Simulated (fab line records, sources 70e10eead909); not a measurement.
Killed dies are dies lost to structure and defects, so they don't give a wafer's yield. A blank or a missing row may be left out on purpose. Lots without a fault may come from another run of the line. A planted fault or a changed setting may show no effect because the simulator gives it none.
One fault seen from 2 desks | flow nand_harc | each desk has only its own numbers; what lay behind them comes last

THE TOOL OWNER'S DESK: arfi_scanner-03
The tool's own readings at NHARC_A_M1_EXPOSE_06 (exposes mask A M1, target cd 120 nm): means of the sampled wafers that have a number, for each lot that ran on this tool. A lot is out of limits, marked OUT, if its mean lies more than 4 standard deviations from the usual mean; the brackets give that distance.
Columns: A = exposure_dose_mJ_cm2 at NHARC_A_M1_EXPOSE_06, usual 75.03; B = stage_vel_mm_s at NHARC_A_M1_EXPOSE_06, usual 500.05 mm/s
lot  | first seen here | A               | B
L629 | day 23 08:40    | 74.85           | 500.08
L638 | day 27 04:18    | 75.04           | 500.68
L640 | day 28 07:52    | 74.99           | 499.98
L648 | day 31 16:09    | 70.81 (-50) OUT | 499.84
L649 | day 31 20:44    | 71.49 (-42) OUT | 500.13
L650 | day 32 19:44    | 72.26 (-33) OUT | 499.81
This desk's finding: out of limits on L648, L649, L650; first on L648, day 31 16:09 (exposure_dose_mJ_cm2 at NHARC_A_M1_EXPOSE_06). In limits: L629, L638, L640.

THE METROLOGY DESK
What the gauges read, lot by lot, whatever tool the lot ran on: means of the sampled wafers that have a number. A lot is out of limits, marked OUT, if its mean lies more than 4 standard deviations from the usual mean; the brackets give that distance.
Columns: A = cd_nm at NHARC_A_M1_CD_MEAS_09, usual 120.0 nm
lot  | first seen here | A
L627 | day 23 02:11    | 120.6
L629 | day 23 08:48    | 119.9
L630 | day 23 22:04    | 119.9
L635 | day 26 01:47    | 120.2
L638 | day 27 04:26    | 120.8
L639 | day 28 05:25    | 119.7
L640 | day 28 08:00    | 120.1
L642 | day 28 19:11    | 120.3
L648 | day 31 16:17    | 115.9 (-9.0) OUT
L649 | day 31 20:53    | 117.5 (-5.4) OUT
L650 | day 32 19:52    | 118.6
This desk's finding: out of limits on L648, L649; first on L648, day 31 16:17 (cd_nm at NHARC_A_M1_CD_MEAS_09). In limits: L627, L629, L630, L635, L638, L639, L640, L642, L650.

PUT TOGETHER
The tool owner's desk could have raised an alarm at day 31 16:09, on L648, L649, L650.
The metrology desk could have raised an alarm at day 31 16:17, on L648, L649.
The metrology desk has L650 on record, within its limits.
Of the lots named, all ran NHARC_A_M1_EXPOSE_06 on arfi_scanner-03.

WHAT THE SIMULATOR HAD PUT IN
Process parameter drift: arfi_scanner-03, from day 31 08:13 on, at NHARC_A_M1_EXPOSE_06. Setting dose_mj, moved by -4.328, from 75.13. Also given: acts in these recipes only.
Lots struck among those shown: L648, L649, L650.
Hours from the fault's start to each desk's first reading out of limits: the tool owner's desk, 8; the metrology desk, 8.
